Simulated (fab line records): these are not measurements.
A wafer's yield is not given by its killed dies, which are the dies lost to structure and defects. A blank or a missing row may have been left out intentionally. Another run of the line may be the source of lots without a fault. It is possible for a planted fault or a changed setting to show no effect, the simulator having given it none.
fab line records | flow n5_finfet
record lots=6 | wafers=18 | last_day=18
route steps=1938 shown TV_LITHO@1876 TV_OPEN@1887 PASSIVATION@1936
lots that met no fault: from a run of the same line without faults
start_h: hours from the record's first day to the start of the lot's first wafer shown | wait_h: how many hours have passed since the lot's step before this one | " as in the row above | L1.1+2: a single row standing in for several wafers | - no value, or no start given | * or withheld: withheld | < > ~ a bound
route shown NAME@n: names a module that has steps shown in the file, with the first one's number in the route | usual: the fault-free wafers' mean and standard deviation | same: alike in all rows | chamber/n: place in a boat | sites: per-site readings | _std_site: their standard deviation | _edge_site: outer sites' mean less inner sites' | radius_mm: how far each site lies from the wafer's centre | mask NAME#n: copy n | behind: the last tool/chamber to shape the wafer | hold: cause of the lot's hold/its duration in hours/its outcome | device: which transistor (n, p or np) failed to switch | end of line: the route-end tests of the same wafers | a step with no rows: only its recipe | killed: at the first sort, the dies lost to defects and structure; wafer yield is something else | map: shows each die of a wafer: x if killed, . if not, _ if none is there
set.NAME: the setting as run; set.NAME@STEP: as run at that earlier step | model.NAME: the simulator's own value behind a step, which no gauge read
lots at selected steps of the route; one table per step, one row per wafer
services: from which hour (start_h, from the record's first day; less than 0 if before it) a tool's chamber was out of use, for how many hours, and why
## steps
# step N5_PASSIVATION_COAT_04
# recipe spin_rpm=* | resist_thk_nm=*
# step N5_PASSIVATION_EBR_06
# recipe solvent=PGMEA | ebr_width_mm=1.5
# step N5_PASSIVATION_SOFTBAKE_05
# recipe temp_c=100 | time_s=90
# step N5_PASSIVATION_EXPOSE_07
# recipe mask_id=TV | na=0.55 | source_shape=conventional | sigma_outer=0.8 | polarization=unpolarized | defocus_nm=0 | target_cd_nm=3000 | dose_mj=22.75
# step N5_PASSIVATION_PEB_08
# recipe peb_temp_c=withheld | peb_time_s=*
# step N5_PASSIVATION_DEVELOP_09
# recipe develop_time_s=60 | rinse_liquid=diw | dry=air_spin | dev_temp_c=21
# step N5_PASSIVATION_HARDBAKE_11
# recipe temp_c=130 | time_s=120
# step N5_PASSIVATION_CD_MEAS_10
# recipe target_cd_nm=3000 | landing_energy_ev=500 | detector=se_inlens
# usual cd_nm=2999.9/2.3
# same landing_energy_ev=500
lot.wafer | tool      | chamber | start_h | wait_h | cd_nm
L257.2    | cd_sem-02 | 0       | 303.05  | -      | 2996.7
L257.4    | "         | 0       | "       | "      | 2997.5
L257.6    | "         | 0       | "       | "      | 2995.4
L262.1    | cd_sem-03 | 0       | 335.29  | -      | 2999.1
L262.4    | "         | 0       | "       | "      | 2993.6
L262.6    | "         | 0       | "       | "      | 2997.2
L268.1    | cd_sem-03 | 0       | 370.08  | -      | 2999.2
L268.2    | "         | 0       | "       | "      | 2999.2
L268.4    | "         | 0       | "       | "      | 2999.8
L269.2    | cd_sem-01 | 0       | 374.59  | -      | 3002.3
L269.3    | "         | 0       | "       | "      | 3000.2
L269.6    | "         | 0       | "       | "      | 3000.0
L275.1    | cd_sem-02 | 0       | 405.79  | -      | 3000.3
L275.4    | "         | 0       | "       | "      | 3002.0
L275.5    | "         | 0       | "       | "      | 3002.6
L276.2    | cd_sem-01 | 0       | 427.68  | -      | 3002.8
L276.4    | "         | 0       | "       | "      | 3002.2
L276.6    | "         | 0       | "       | "      | 3000.9
# step N5_PASSIVATION_OVL_MEAS_60
# recipe points_per_wafer=44
# usual TV_OVL=-5/5.5
lot.wafer | tool       | chamber | start_h | wait_h | TV_OVL[nm]
L257.2    | overlay-01 | 0       | 303.08  | 0.0    | 1
L257.4    | "          | 0       | "       | "      | 6
L257.6    | "          | 0       | "       | "      | 4
L262.1    | overlay-02 | 0       | 335.32  | 0.0    | -8
L262.4    | "          | 0       | "       | "      | -3
L262.6    | "          | 0       | "       | "      | -5
L268.1    | overlay-01 | 0       | 370.11  | 0.0    | 6
L268.2    | "          | 0       | "       | "      | 2
L268.4    | "          | 0       | "       | "      | 2
L269.2    | overlay-02 | 0       | 374.62  | 0.0    | -9
L269.3    | "          | 0       | "       | "      | -3
L269.6    | "          | 0       | "       | "      | -6
L275.1    | overlay-01 | 0       | 405.82  | 0.0    | -6
L275.4    | "          | 0       | "       | "      | -13
L275.5    | "          | 0       | "       | "      | -1
L276.2    | overlay-01 | 0       | 427.71  | 0.0    | 0
L276.4    | "          | 0       | "       | "      | 0
L276.6    | "          | 0       | "       | "      | -5
# step N5_PASSIVATION_INSPECT_61
# recipe mode=adi | inspect_instrument=macro
# usual raw_defect_count=2.1/1.4
lot.wafer | tool              | chamber | start_h | wait_h | raw_defect_count
L257.2    | defect_inspect-01 | -       | 303.11  | 0.0    | 2
L257.4    | "                 | -       | "       | "      | 3
L257.6    | "                 | -       | "       | "      | 4
L262.1    | defect_inspect-01 | -       | 335.35  | 0.0    | 3
L262.4    | "                 | -       | "       | "      | 2
L262.6    | "                 | -       | "       | "      | 0
L268.1    | defect_inspect-02 | -       | 370.14  | 0.0    | 2
L268.2    | "                 | -       | "       | "      | 0
L268.4    | "                 | -       | "       | "      | 3
L269.2    | defect_inspect-02 | -       | 374.64  | 0.0    | 3
L269.3    | "                 | -       | "       | "      | 4
L269.6    | "                 | -       | "       | "      | 1
L275.1    | defect_inspect-02 | -       | 405.84  | 0.0    | 2
L275.4    | "                 | -       | "       | "      | 2
L275.5    | "                 | -       | "       | "      | 3
L276.2    | defect_inspect-01 | -       | 427.73  | 0.0    | 3
L276.4    | "                 | -       | "       | "      | 3
L276.6    | "                 | -       | "       | "      | 3
# step N5_PASSIVATION_DESCUM_12
# recipe chemistry=O2 | time_s=7.9 | source_power_w=50 | bias_power_w=20 | pressure_mtorr=20 | rf_frequency_hz=2.712e+07 | temp_c=40 | o2_flow_sccm=225
# usual bias_power_w=20.00/0.061 | drypump_motor_current_A=5.9/0.32 | oes_product_au=0.81/0.083 | rf_vpp_V=243.5/1.3 | showerhead_plenum_p_Torr=2.12/0.059 | throttle_valve_pct=20.44/0.22
lot.wafer | tool        | chamber | start_h | wait_h | bias_power_w | drypump_motor_current_A | oes_product_au | rf_hours_counter_h | rf_vpp_V | showerhead_plenum_p_Torr | throttle_valve_pct
L257.2    | rie_diel-02 | 3       | 303.14  | 0.0    | 19.97        | 6.2                     | 0.84           | 63                 | 246.1    | 2.22                     | 20.45
L257.4    | "           | 0       | "       | "      | 20.00        | 5.5                     | 0.72           | 199                | 245.0    | 2.15                     | 20.90
L257.6    | "           | 1       | "       | "      | 19.97        | 5.7                     | 0.87           | -                  | 242.8    | 2.11                     | 20.14
L262.1    | rie_diel-05 | 3       | 335.60  | 0.3    | 20.03        | 5.8                     | 0.90           | 24                 | 245.7    | 2.14                     | 20.40
L262.4    | "           | 1       | "       | "      | 19.98        | 6.0                     | 0.71           | 185                | 241.8    | 2.07                     | 20.45
L262.6    | "           | 1       | "       | "      | 19.99        | 6.0                     | 0.71           | -                  | 243.3    | 2.07                     | 20.45
L268.1    | rie_diel-02 | 2       | 370.48  | 0.3    | 20.04        | 6.2                     | 0.93           | 11                 | 242.3    | 2.05                     | 20.01
L268.2    | "           | 1       | "       | "      | 19.86        | 5.7                     | 0.85           | 60                 | 243.5    | 2.10                     | 20.19
L268.4    | "           | 0       | "       | "      | 19.98        | 5.5                     | 0.71           | 220                | 243.7    | 2.14                     | 20.93
L269.2    | rie_diel-02 | 0       | 374.70  | 0.1    | 19.90        | 5.5                     | 0.71           | 222                | 244.2    | 2.14                     | 20.94
L269.3    | "           | 3       | "       | "      | 19.97        | 6.3                     | 0.82           | 87                 | 244.8    | 2.21                     | 20.48
L269.6    | "           | 1       | "       | "      | 19.97        | 5.7                     | 0.85           | -                  | 242.8    | 2.10                     | 20.17
L275.1    | rie_diel-05 | 2       | 405.88  | 0.0    | 19.95        | 5.0                     | 0.68           | 244                | 239.9    | 1.98                     | 20.45
L275.4    | "           | 3       | "       | "      | 20.07        | 5.8                     | 0.86           | 46                 | 243.2    | 2.13                     | 20.42
L275.5    | "           | 1       | "       | "      | 20.00        | 6.0                     | 0.69           | -                  | 241.7    | 2.06                     | 20.48
L276.2    | rie_diel-05 | 3       | 428.02  | 0.3    | 20.08        | 5.8                     | 0.85           | 53                 | 244.2    | 2.13                     | 20.43
L276.4    | "           | 1       | "       | "      | 20.08        | 6.0                     | 0.69           | -                  | 243.9    | 2.06                     | 20.51
L276.6    | "           | 3       | "       | "      | 20.02        | 5.8                     | 0.84           | -                  | 244.0    | 2.13                     | 20.41
# step N5_PASSIVATION_PASS_ETCH_74
# recipe chemistry=CF4/O2 | target=SiNx | target_depth_a=2200 | time_s=110 | ion_energy_ev=100 | pressure_mtorr=40 | source_w=535 | bias_w=49 | Ar_flow_sccm=100 | cf4_flow_sccm=100 | O2_flow_sccm=10
# usual bias_w=49.00/0.13 | drypump_motor_current_A=5.9/0.32 | oes_product_au=0.81/0.08 | rf_vpp_V=242/4.4 | showerhead_plenum_p_Torr=2.23/0.054 | throttle_valve_pct=16.02/0.23
lot.wafer | tool        | chamber | start_h | wait_h | bias_w | drypump_motor_current_A | oes_product_au | rf_hours_counter_h | rf_vpp_V | showerhead_plenum_p_Torr | throttle_valve_pct
L257.2    | rie_diel-02 | 3       | 303.20  | 0.0    | 49.07  | 6.2                     | 0.86           | 63                 | 236      | 2.31                     | 15.85
L257.4    | "           | 0       | "       | "      | 49.00  | 5.4                     | 0.71           | 199                | 243      | 2.27                     | 16.47
L257.6    | "           | 1       | "       | "      | 48.78  | 5.7                     | 0.86           | -                  | 243      | 2.25                     | 15.81
L262.1    | rie_diel-05 | 3       | 335.66  | 0.0    | 48.79  | 5.8                     | 0.90           | 24                 | 244      | 2.24                     | 15.86
L262.4    | "           | 1       | "       | "      | 49.04  | 6.0                     | 0.72           | 185                | 248      | 2.19                     | 16.11
L262.6    | "           | 1       | "       | "      | 49.11  | 6.0                     | 0.72           | -                  | 248      | 2.19                     | 16.11
L268.1    | rie_diel-02 | 2       | 370.55  | 0.0    | 49.10  | 6.2                     | 0.92           | 11                 | 243      | 2.17                     | 15.59
L268.2    | "           | 1       | "       | "      | 49.07  | 5.7                     | 0.84           | 60                 | 245      | 2.25                     | 15.85
L268.4    | "           | 0       | "       | "      | 48.88  | 5.5                     | 0.70           | 220                | 245      | 2.26                     | 16.51
L269.2    | rie_diel-02 | 0       | 374.77  | 0.0    | 49.14  | 5.5                     | 0.69           | 222                | 243      | 2.26                     | 16.51
L269.3    | "           | 3       | "       | "      | 49.28  | 6.2                     | 0.83           | 87                 | 235      | 2.30                     | 15.92
L269.6    | "           | 1       | "       | "      | 49.04  | 5.7                     | 0.84           | -                  | 241      | 2.25                     | 15.86
L275.1    | rie_diel-05 | 2       | 405.94  | 0.0    | 49.18  | 5.0                     | 0.70           | 244                | 240      | 2.10                     | 16.06
L275.4    | "           | 3       | "       | "      | 48.74  | 5.7                     | 0.86           | 46                 | 244      | 2.24                     | 15.91
L275.5    | "           | 1       | "       | "      | 48.88  | 6.0                     | 0.72           | -                  | 249      | 2.18                     | 16.16
L276.2    | rie_diel-05 | 3       | 428.09  | 0.0    | 49.15  | 5.7                     | 0.86           | 53                 | 245      | 2.23                     | 15.94
L276.4    | "           | 1       | "       | "      | 48.79  | 6.0                     | 0.71           | -                  | 247      | 2.18                     | 16.18
L276.6    | "           | 3       | "       | "      | 48.94  | 5.7                     | 0.87           | -                  | 243      | 2.23                     | 15.93
# step N5_PASSIVATION_VIA_ETCH_13
# recipe chemistry=CHF3/O2 | target=SiO2 | target_depth_a=6600 | CHF3_flow_sccm=50 | O2_flow_sccm=5 | Ar_flow_sccm=200 | time_s=330 | mask_material=PR | pressure_mtorr=30 | source_w=650 | bias_w=170 | ion_energy_ev=200 | ends=cleared
# usual bias_w=170.1/0.53 | drypump_motor_current_A=5.9/0.32 | etch_rf_on_time_s=237/5.2 | oes_product_au=0.73/0.073 | rf_vpp_V=527/9.5 | showerhead_plenum_p_Torr=2.44/0.059 | throttle_valve_pct=18.91/0.23
lot.wafer | tool        | chamber | start_h | wait_h | bias_w | drypump_motor_current_A | etch_rf_on_time_s | oes_product_au | rf_hours_counter_h | rf_vpp_V | showerhead_plenum_p_Torr | throttle_valve_pct
L257.2    | rie_diel-02 | 3       | 303.30  | 0.0    | 168.8  | 6.3                     | 237               | 0.77           | 63                 | 516      | 2.53                     | 18.76
L257.4    | "           | 0       | "       | "      | 169.9  | 5.5                     | 248               | 0.65           | 199                | 527      | 2.47                     | 19.30
L257.6    | "           | 1       | "       | "      | 169.4  | 5.7                     | 235               | 0.79           | -                  | 529      | 2.46                     | 18.74
L262.1    | rie_diel-05 | 3       | 335.75  | 0.0    | 171.2  | 5.7                     | 231               | 0.81           | 25                 | 530      | 2.45                     | 18.80
L262.4    | "           | 1       | "       | "      | 170.1  | 6.0                     | 239               | 0.65           | 185                | 539      | 2.38                     | 18.96
L262.6    | "           | 1       | "       | "      | 169.1  | 6.0                     | 243               | 0.65           | -                  | 541      | 2.39                     | 18.95
L268.1    | rie_diel-02 | 2       | 370.64  | 0.0    | 169.7  | 6.1                     | 238               | 0.82           | 11                 | 526      | 2.36                     | 18.43
L268.2    | "           | 1       | "       | "      | 170.4  | 5.7                     | 303               | 0.65           | 60                 | 527      | 2.45                     | 18.74
L268.4    | "           | 0       | "       | "      | 169.1  | 5.5                     | 242               | 0.63           | 220                | 528      | 2.46                     | 19.34
L269.2    | rie_diel-02 | 0       | 374.86  | 0.0    | 169.8  | 5.5                     | 243               | 0.64           | 222                | 530      | 2.46                     | 19.35
L269.3    | "           | 3       | "       | "      | 170.3  | 6.3                     | 234               | 0.74           | 87                 | 513      | 2.52                     | 18.82
L269.6    | "           | 1       | "       | "      | 170.7  | 5.7                     | 313               | 0.65           | -                  | 529      | 2.45                     | 18.75
L275.1    | rie_diel-05 | 2       | 406.03  | 0.0    | 170.5  | 5.0                     | 241               | 0.63           | 244                | 523      | 2.29                     | 18.98
L275.4    | "           | 3       | "       | "      | 170.4  | 5.8                     | 236               | 0.77           | 47                 | 530      | 2.44                     | 18.85
L275.5    | "           | 1       | "       | "      | 170.0  | 6.0                     | 247               | 0.63           | -                  | 538      | 2.38                     | 19.00
L276.2    | rie_diel-05 | 3       | 428.18  | 0.0    | 170.3  | 5.8                     | 229               | 0.78           | 53                 | 533      | 2.44                     | 18.84
L276.4    | "           | 1       | "       | "      | 170.3  | 6.0                     | 242               | 0.63           | -                  | 539      | 2.37                     | 19.00
L276.6    | "           | 3       | "       | "      | 170.1  | 5.8                     | 235               | 0.77           | -                  | 531      | 2.44                     | 18.86
# step N5_PASSIVATION_STRIP_14
# recipe chemistry=O2 | power_w=600 | temp_c=60 | pressure_mtorr=30 | rf_frequency_hz=6e+07 | bias_power_w=0 | overash_fraction=0.5 | o2_flow_sccm=225
# usual drypump_motor_current_A=5.9/0.32 | oes_product_au=0.81/0.082 | rf_vpp_V=3.6/0.87 | showerhead_plenum_p_Torr=2.12/0.059 | throttle_valve_pct=16.67/0.23
# same bias_power_w=0
lot.wafer | tool        | chamber | start_h | wait_h | drypump_motor_current_A | oes_product_au | rf_hours_counter_h | rf_vpp_V | showerhead_plenum_p_Torr | throttle_valve_pct
L257.2    | rie_diel-02 | 3       | 303.49  | 0.1    | 6.2                     | 0.85           | 63                 | 1.5      | 2.22                     | 16.65
L257.4    | "           | 0       | "       | "      | 5.5                     | 0.73           | 199                | 4.4      | 2.16                     | 17.13
L257.6    | "           | 1       | "       | "      | 5.7                     | 0.86           | -                  | 4.4      | 2.12                     | 16.35
L262.1    | rie_diel-05 | 3       | 335.95  | 0.1    | 5.8                     | 0.88           | 25                 | 3.7      | 2.14                     | 16.59
L262.4    | "           | 1       | "       | "      | 6.0                     | 0.72           | 186                | 4.4      | 2.07                     | 16.75
L262.6    | "           | 1       | "       | "      | 6.0                     | 0.71           | -                  | 2.7      | 2.07                     | 16.73
L268.1    | rie_diel-02 | 2       | 370.84  | 0.1    | 6.1                     | 0.93           | 11                 | 4.4      | 2.05                     | 16.20
L268.2    | "           | 1       | "       | "      | 5.7                     | 0.85           | 60                 | 4.3      | 2.11                     | 16.39
L268.4    | "           | 0       | "       | "      | 5.5                     | 0.71           | 220                | 2.2      | 2.15                     | 17.14
L269.2    | rie_diel-02 | 0       | 375.06  | 0.1    | 5.5                     | 0.71           | 222                | 2.3      | 2.15                     | 17.16
L269.3    | "           | 3       | "       | "      | 6.2                     | 0.83           | 87                 | 3.2      | 2.22                     | 16.67
L269.6    | "           | 1       | "       | "      | 5.7                     | 0.83           | -                  | 4.3      | 2.11                     | 16.35
L275.1    | rie_diel-05 | 2       | 406.23  | 0.1    | 5.0                     | 0.69           | 244                | 3.3      | 1.99                     | 16.74
L275.4    | "           | 3       | "       | "      | 5.7                     | 0.86           | 47                 | 3.2      | 2.13                     | 16.61
L275.5    | "           | 1       | "       | "      | 6.1                     | 0.70           | -                  | 4.1      | 2.06                     | 16.75
L276.2    | rie_diel-05 | 3       | 428.38  | 0.1    | 5.8                     | 0.85           | 53                 | 3.3      | 2.13                     | 16.64
L276.4    | "           | 1       | "       | "      | 6.0                     | 0.69           | -                  | 3.8      | 2.06                     | 16.77
L276.6    | "           | 3       | "       | "      | 5.8                     | 0.85           | -                  | 2.6      | 2.13                     | 16.62
# step N5_PASSIVATION_PROBE_49
# usual defect_limited_yield=91.2/1.4 | killed_at_M0_to_M3=34/9.4 | killed_at_M4_up=14/5.6 | killed_at_contacts=13/7.8 | killed_at_front_end=37/10 | killed_at_other=4/3.3 | killed_dies=103/17 | killed_open=68/13 | killed_short=33/8.2 | sort_bin_5_function=5.1/0.92 | sort_bin_6_memory=3.3/0.71 | sort_n_pass=1077/17 | sort_yield_pct=91.2/1.4
# same gross_dies=1180 | killed_at_back_side=0 | sort_bin_4_leakage[%]=0 | sort_bin_8_speed[%]=0
lot.wafer | tool      | chamber | start_h | wait_h | defect_limited_yield[%] | killed_at_M0_to_M3 | killed_at_M4_up | killed_at_contacts | killed_at_front_end | killed_at_other | killed_dies | killed_open | killed_short | sort_bin_5_function[%] | sort_bin_6_memory[%] | sort_n_pass | sort_yield_pct[%]
L275.1    | prober-02 | -       | 412.84  | 0.0    | 91.7                    | 40                 | 9               | 11                 | 34                  | 4               | 98          | 55          | 35           | 3.9                    | 3.6                  | 1082        | 91.7
L275.4    | prober-02 | -       | 412.99  | 0.2    | 93.2                    | 32                 | 14              | 7                  | 22                  | 5               | 80          | 51          | 28           | 4.1                    | 2.4                  | 1100        | 93.2
L275.5    | prober-02 | -       | 413.04  | 0.2    | 92.9                    | 29                 | 19              | 9                  | 24                  | 3               | 84          | 58          | 26           | 4.5                    | 2.5                  | 1096        | 92.9
# killed by level:class
L275.1 BEOL_M0_SAQP:geometric_particle:short=13 BEOL_M0_SAQP:geometric_particle:open=12 MOL_CONTACT_COAG:geometric_particle:open=10 HKMG_FIN:area_etch=8 BEOL_M4:geometric_particle:open=6 STI_FIN_REVEAL:geometric_particle:open=5 FIN_SAQP:geometric_particle:open=4 ILD0:geometric_particle:open=3
L275.4 BEOL_M0_SAQP:geometric_particle:open=11 BEOL_M0_SAQP:geometric_particle:short=9 BEOL_M4:geometric_particle:open=8 MOL_CONTACT_COAG:geometric_particle:open=7 BEOL_M3:geometric_particle:open=7 FIN_SAQP:geometric_particle:short=4 PASS1_CAP:geometric_particle:short=4 STARTING-WAFER:geometric_particle:open=4
L275.5 BEOL_M4:geometric_particle:open=10 BEOL_M0_SAQP:geometric_particle:open=9 BEOL_M0_SAQP:geometric_particle:short=8 MOL_CONTACT_COAG:geometric_particle:open=7 FIN_SAQP:geometric_particle:open=5 STI_FIN_REVEAL:geometric_particle:open=4 GATE_CUT:geometric_particle:open=4 BEOL_M1:geometric_particle:open=4
## services
tool        | chamber | start_h | hours | kind
rie_diel-05 | 0       | 306.85  | -     | clean
rie_diel-05 | 0       | 306.85  | -     | consumable_replace:focus_ring
rie_diel-05 | 0       | 306.85  | 23.4  | scheduled_down
rie_diel-05 | 0       | 306.85  | 23.4  | vent_cycle
rie_diel-02 | 2       | 313.40  | -     | clean
rie_diel-02 | 2       | 313.40  | -     | consumable_replace:focus_ring
rie_diel-02 | 2       | 313.40  | 18.2  | scheduled_down
rie_diel-02 | 2       | 313.40  | 18.2  | vent_cycle
rie_diel-02 | 3       | 383.28  | 7.3   | repair
rie_diel-05 | 2       | 426.90  | -     | clean
rie_diel-05 | 2       | 426.90  | -     | consumable_replace:focus_ring
rie_diel-05 | 2       | 426.90  | -     | consumable_replace:showerhead
rie_diel-05 | 2       | 426.90  | 15.7  | scheduled_down
rie_diel-05 | 2       | 426.90  | 15.7  | vent_cycle
## key
first_sign step=N5_PASSIVATION_VIA_ETCH_13 | reading=etch_rf_on_time_s | direction=up | sigmas=14 | usual=* | struck=*
effect none on later readings
met_at N5_PASSIVATION_VIA_ETCH_13
struck_wafers L268.2,L269.6
onset_between 303.30 370.64
fault kind=process_parameter_drift | tool=rie_diel-02 | chamber=1 | onset_h=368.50 | steps=N5_PASSIVATION_VIA_ETCH_13 | channel=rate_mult | offset=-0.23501 | shape=step | end_h=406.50
